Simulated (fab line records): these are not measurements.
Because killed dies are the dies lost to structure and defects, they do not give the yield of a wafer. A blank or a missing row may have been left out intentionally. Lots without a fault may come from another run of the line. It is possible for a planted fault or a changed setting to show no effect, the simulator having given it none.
Which tool is to blame? ; flow nand-harc ; 24 lots, 72 wafers sampled, at 4 steps of a route of 1302

## WHAT THE GAUGES SHOWED, per wafer
NHARC_P_M0_OVL_MEAS_10: pitch 180 nm. Usual: overlay-x-nm -0.2 nm, standard deviation 0.83; overlay-y-nm -0.1 nm, standard deviation 0.85.
lot;measured;on;overlay-x-nm (nm);overlay-y-nm (nm);flag
L075;day 6 05:48;overlay-01;-0.1 -0.3 0.3;1.1 0.0 0.3;
L074;day 6 06:36;overlay-01;0.3 0.4 0.2;-0.1 0.0 0.0;
L076;day 7 02:19;overlay-01;0.3 0.6 -0.1;-1.6 -1.2 -1.4;
L077;day 7 16:26;overlay-02;-0.3 -0.7 -0.8;-1.7 -2.2 -2.4;
L078;day 7 17:44;overlay-02;0.5 0.5 0.5;-0.2 0.3 0.0;
L079;day 7 23:07;overlay-01;-2.2 -1.6 -2.0;0.2 0.8 0.9;
L080;day 8 19:31;overlay-02;0.9 1.4 1.4;-0.3 -0.6 -0.2;
L081;day 8 23:31;overlay-01;0.0 0.7 -0.2;-1.2 0.0 -0.5;
L082;day 9 08:11;overlay-01;0.2 0.0 0.4;1.1 0.7 1.1;
L083;day 9 17:05;overlay-01;0.4 0.2 0.0;-1.0 -1.5 -1.5;
L084;day 10 11:20;overlay-01;-1.1 -0.3 -1.0;-0.1 0.0 0.0;
L085;day 10 12:31;overlay-01;-1.0 -1.0 -1.5;-0.9 -0.8 -1.0;
L086;day 11 05:34;overlay-02;-0.7 -0.8 -0.6;0.9 0.8 0.9;
L087;day 11 17:43;overlay-01;1.0 0.8 0.2;-0.2 -0.1 -0.1;
L089;day 12 06:37;overlay-01;-0.1 0.3 -0.6;0.7 0.2 0.3;
L088;day 12 07:17;overlay-02;-1.6 -1.5 -2.0;-1.4 -1.7 -1.2;
L090;day 12 18:08;overlay-02;0.0 -0.3 0.3;0.9 0.6 0.3;
L091;day 12 22:54;overlay-01;-1.3 -1.3 -1.1;0.0 0.2 1.3;
L092;day 13 13:36;overlay-01;1.1 0.7 0.4;0.3 0.3 0.1;
L093;day 14 04:29;overlay-02;0.1 -0.4 -0.5;-1.0 -0.6 -0.7;
L094;day 14 09:28;overlay-02;-0.2 0.2 0.6;-0.2 1.1 -0.2;
L095;day 14 15:33;overlay-01;-0.7 -0.6 -0.5;0.8 1.0 1.0;
L096;day 15 12:29;overlay-01;-0.2 -0.1 -0.4;-0.1 -0.5 0.0;
L097;day 15 13:12;overlay-02;-0.8 -0.7 -0.1;0.6 0.4 0.6;

## TOOL THAT RAN EACH LOT (tool first, then ch and the chambers of the sampled wafers, then the start)
lot;NHARC_P_GATE_STRIP_113;NHARC_P_GATE_RTA_64;NHARC_P_CONTACT_PVD_32
L075;plasma-asher-02 ch 0, day 5 21:38;rtp-anneal-01 ch 0, day 5 22:50;pvd-sputter-01, day 6 05:48 or earlier
L074;plasma-asher-01 ch 0,1, day 5 22:31;rtp-anneal-02 ch 0, day 5 23:37;pvd-sputter-03, day 6 06:36 or earlier
L076;plasma-asher-02 ch 1, day 6 17:38;rtp-anneal-02 ch 0, day 6 18:54;pvd-sputter-01, day 7 02:19 or earlier
L077;plasma-asher-01 ch 0,1, day 7 08:29;rtp-anneal-02 ch 0, day 7 09:28;pvd-sputter-02, day 7 16:26 or earlier
L078;plasma-asher-01 ch 0,1, day 7 08:55;rtp-anneal-01 ch 0, day 7 10:11;pvd-sputter-02, day 7 17:44 or earlier
L079;plasma-asher-01 ch 0,1, day 7 14:55;rtp-anneal-01 ch 0, day 7 16:04;pvd-sputter-01, day 7 23:07 or earlier
L080;plasma-asher-01 ch 0, day 8 11:13;rtp-anneal-01 ch 0, day 8 12:30;pvd-sputter-01, day 8 19:31 or earlier
L081;plasma-asher-01 ch 0,1, day 8 15:20;rtp-anneal-02 ch 0, day 8 16:31;pvd-sputter-03, day 8 23:31 or earlier
L082;plasma-asher-02 ch 0,1, day 8 23:47;rtp-anneal-01 ch 0, day 9 00:56;pvd-sputter-03, day 9 08:11 or earlier
L083;plasma-asher-01 ch 0,1, day 9 08:48;rtp-anneal-01 ch 0, day 9 09:59;pvd-sputter-03, day 9 17:05 or earlier
L084;plasma-asher-02 ch 0,1, day 10 02:20;rtp-anneal-02 ch 0, day 10 03:37;pvd-sputter-01, day 10 11:20 or earlier
L085;plasma-asher-02 ch 0,1, day 10 04:20;rtp-anneal-01 ch 0, day 10 05:29;pvd-sputter-01, day 10 12:31 or earlier
L086;plasma-asher-02 ch 0,1, day 10 21:16;rtp-anneal-02 ch 0, day 10 22:28;pvd-sputter-01, day 11 05:34 or earlier
L087;plasma-asher-01 ch 0,1, day 11 08:47;rtp-anneal-01 ch 0, day 11 10:05;pvd-sputter-03, day 11 17:43 or earlier
L089;plasma-asher-01 ch 0,1, day 11 22:19;rtp-anneal-01 ch 0, day 11 23:25;pvd-sputter-02, day 12 06:37 or earlier
L088;plasma-asher-02 ch 0,1, day 11 22:58;rtp-anneal-01 ch 0, day 12 00:15;pvd-sputter-01, day 12 07:17 or earlier
L090;plasma-asher-01 ch 0,1, day 12 09:52;rtp-anneal-02 ch 0, day 12 11:08;pvd-sputter-03, day 12 18:08 or earlier
L091;plasma-asher-02 ch 0,1, day 12 14:51;rtp-anneal-02 ch 0, day 12 15:58;pvd-sputter-03, day 12 22:54 or earlier
L092;plasma-asher-01 ch 1, day 13 05:05;rtp-anneal-02 ch 0, day 13 06:22;pvd-sputter-03, day 13 13:36 or earlier
L093;plasma-asher-01 ch 0,1, day 13 20:29;rtp-anneal-01 ch 0, day 13 21:30;pvd-sputter-01, day 14 02:10
L094;plasma-asher-01 ch 0,1, day 14 01:21;rtp-anneal-02 ch 0, day 14 02:33;pvd-sputter-03, day 14 09:28 or earlier
L095;plasma-asher-02 ch 0,1, day 14 07:04;rtp-anneal-01 ch 0, day 14 08:21;pvd-sputter-03, day 14 15:33 or earlier
L096;plasma-asher-01 ch 0,1, day 15 04:18;rtp-anneal-01 ch 0, day 15 05:26;pvd-sputter-02, day 15 12:29 or earlier
L097;plasma-asher-02 ch 0,1, day 15 04:38;rtp-anneal-02 ch 0, day 15 05:58;pvd-sputter-03, day 15 13:12 or earlier
- NHARC_P_GATE_STRIP_113: strips in N2/H2, time 740 s.
- NHARC_P_GATE_RTA_64: time 1 s.
- NHARC_P_CONTACT_PVD_32: deposits Ti, target thk 5 nm, time 17.7 s.

## AS READ BY THE TOOLS THEMSELVES (means over the sampled wafers that have a number; for cases with no such wafer, the mark the record gives instead)
NHARC_P_GATE_STRIP_113. Usual: drypump-motor-current-A 5.4 A, standard deviation 0.38; heater-power-w 84 W, standard deviation 5.1.
lot;tool;drypump-motor-current-A (A);heater-power-w (W);flag
L075;plasma-asher-02;4.8;86;
L074;plasma-asher-01;5.4;80;
L076;plasma-asher-02;6.0;86;
L077;plasma-asher-01;5.3;80;
L078;plasma-asher-01;5.3;79;
L079;plasma-asher-01;5.3;81;
L080;plasma-asher-01;5.3;78;
L081;plasma-asher-01;5.3;86;
L082;plasma-asher-02;5.6;85;
L083;plasma-asher-01;5.3;86;
L084;plasma-asher-02;5.2;86;
L085;plasma-asher-02;5.6;86;
L086;plasma-asher-02;5.2;86;
L087;plasma-asher-01;5.3;81;
L089;plasma-asher-01;5.3;86;
L088;plasma-asher-02;5.6;90;
L090;plasma-asher-01;5.3;86;
L091;plasma-asher-02;5.6;89;
L092;plasma-asher-01;5.3;89;
L093;plasma-asher-01;5.3;86;
L094;plasma-asher-01;5.3;85;
L095;plasma-asher-02;5.2;85;
L096;plasma-asher-01;5.3;85;
L097;plasma-asher-02;5.2;85;

NHARC_P_GATE_RTA_64. Usual: lamp-power-pct 32 %, standard deviation 3.8; lamp_zone_6_pct 32 %, standard deviation 3.7; lamp_zone_7_pct 33 %, standard deviation 3.8; wafer_temp_C_max 1055.4, standard deviation 1.
lot;tool;lamp-power-pct (%);lamp_zone_6_pct (%);lamp_zone_7_pct (%);wafer_temp_C_max;flag
L075;rtp-anneal-01;36;36;36;1056.4;
L074;rtp-anneal-02;28;28;29;1055.8;
L076;rtp-anneal-02;28;28;29;1054.2;
L077;rtp-anneal-02;28;28;29;1055.8;
L078;rtp-anneal-01;36;36;36;1055.2;
L079;rtp-anneal-01;36;36;36;1054.4;
L080;rtp-anneal-01;36;36;36;1055.8;
L081;rtp-anneal-02;28;28;29;1056.2;
L082;rtp-anneal-01;36;36;36;1055.1;
L083;rtp-anneal-01;36;36;36;1055.1;
L084;rtp-anneal-02;28;28;29;1054.7;
L085;rtp-anneal-01;36;36;36;1054.6;
L086;rtp-anneal-02;28;28;29;1055.8;
L087;rtp-anneal-01;36;36;36;1056.5;
L089;rtp-anneal-01;36;36;36;1054.7;
L088;rtp-anneal-01;36;36;36;1055.6;
L090;rtp-anneal-02;28;28;29;1056.1;
L091;rtp-anneal-02;28;28;29;1056.2;
L092;rtp-anneal-02;28;28;29;1055.5;
L093;rtp-anneal-01;36;36;36;1055.2;
L094;rtp-anneal-02;28;28;29;1055.6;
L095;rtp-anneal-01;36;36;36;1054.9;
L096;rtp-anneal-01;36;36;36;1055.8;
L097;rtp-anneal-02;28;28;29;1055.4;

NHARC_P_CONTACT_PVD_32. Usual: substrate-temp-c 200.02 C, standard deviation 0.16; throttle-valve-pct 30.2 %, standard deviation 0.65.
lot;tool;substrate-temp-c (C);throttle-valve-pct (%);flag
L075;pvd-sputter-01;200.15;30.0;
L074;pvd-sputter-03;199.92;30.8;
L076;pvd-sputter-01;199.97;30.3;
L077;pvd-sputter-02;200.07;29.2;
L078;pvd-sputter-02;200.00;29.3;
L079;pvd-sputter-01;200.03;30.5;
L080;pvd-sputter-01;199.97;29.9;
L081;pvd-sputter-03;200.03;30.6;
L082;pvd-sputter-03;200.01;30.4;
L083;pvd-sputter-03;200.00;30.7;
L084;pvd-sputter-01;200.18;30.2;
L085;pvd-sputter-01;200.06;30.4;
L086;pvd-sputter-01;200.08;30.4;
L087;pvd-sputter-03;199.97;30.6;
L089;pvd-sputter-02;199.98;29.4;
L088;pvd-sputter-01;200.01;30.9;
L090;pvd-sputter-03;200.02;30.4;
L091;pvd-sputter-03;199.95;30.5;
L092;pvd-sputter-03;200.07;30.4;
L093;pvd-sputter-01;200.09;30.6;
L094;pvd-sputter-03;200.06;30.3;
L095;pvd-sputter-03;199.94;30.1;
L096;pvd-sputter-02;200.05;30.0;
L097;pvd-sputter-03;200.21;30.3;

## THE ANSWER, worked out from the rows above alone
Rule: a lot counts as off when the mean over its wafers that have a number is more than 3 standard deviations away from the usual mean. Also off: a lot with no number at a reading for which 4 or more lots have one. The other lots that the step has rows for count as sound. First the gauges in route order, then the tools' own readings, where a lot's mean is used as printed above. At the first step where some lot is off, the reading lying furthest off is the one used; lots without a number count as furthest.
Nothing can be told from this: no lot is off at any reading shown.

## WHAT WAS PUT IN BY THE SIMULATOR
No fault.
